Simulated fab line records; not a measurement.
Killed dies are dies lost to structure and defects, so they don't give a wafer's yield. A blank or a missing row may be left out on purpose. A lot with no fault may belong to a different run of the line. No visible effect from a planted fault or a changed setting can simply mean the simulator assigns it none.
Chamber matching    flow n5 finfet    rie diel-05 running N5_BEOL_M10_STRIP_19: 4 sister chambers
The step strips in O2. 16 wafers are shown with their chamber, then 8 later ones without.

== WAFERS, EACH WITH ITS CHAMBER ==
wafer   chamber  showerhead plenum p Torr (Torr)  drypump motor current A (A)  throttle valve pct (%)
L076.1  1        2.04                             5.7                          16.65
L076.3  3        2.21                             4.6                          16.76
L076.6  1        2.04                             5.6                          16.64
L078.3  1        2.03                             5.6                          16.68
L078.4  0        2.04                             6.2                          16.98
L078.5  0        2.04                             6.2                          16.99
L074.1  3        2.21                             4.6                          16.80
L074.5  3        2.21                             4.6                          16.77
L074.6  2        2.21                             5.6                          16.70
L083.1  3        2.21                             4.6                          16.79
L083.2  1        2.03                             5.6                          16.70
L083.4  2        2.21                             5.6                          16.70
L085.2  2        2.21                             5.6                          16.71
L085.3  1        2.03                             5.6                          16.71
L085.6  3        2.21                             4.6                          16.80
L086.1  1        2.03                             5.6                          16.72

SIGNATURES (means of the wafers above)
reading                   chamber 0  chamber 1  chamber 2  chamber 3  scatter within a chamber
showerhead plenum p Torr  2.0400     2.0333     2.2100     2.2100     0.00333
drypump motor current A   6.200      5.617      5.600      4.600      0.0264
throttle valve pct        16.9850    16.6833    16.7033    16.7840    0.0238
Rule: distance of a wafer from a chamber = root of the sum over the readings of ((wafer's reading minus chamber's mean) / reading's scatter) squared. The wafer belongs to the nearest chamber; if the next one is less than 2 further off, it can't be placed. How the scatter is found: for the shown wafers, subtract from each reading the mean of its chamber, square and add these, divide the total by (wafers less chambers), then take the root.

== WAFERS MISSING THEIR CHAMBER ==
wafer   showerhead plenum p Torr (Torr)  drypump motor current A (A)  throttle valve pct (%)
L086.3  2.20                             5.6                          16.72
L086.6  2.03                             5.6                          16.73
L087.1  2.20                             4.6                          16.83
L087.3  2.20                             5.6                          16.70
L087.6  2.20                             4.6                          16.83
L090.1  2.04                             6.2                          17.03
L090.4  2.20                             4.6                          16.84
L090.5  2.02                             5.7                          16.73

== WHICH CHAMBER EACH ONE RAN IN ==
wafer   from the rows above  in truth
L086.3  2                    2
L086.6  1                    1
L087.1  3                    3
L087.3  2                    2
L087.6  3                    3
L090.1  0                    0
L090.4  3                    3
L090.5  1                    1
8 of 8 placed correctly. Can't be placed from these rows: 0. 0 placed wrongly.
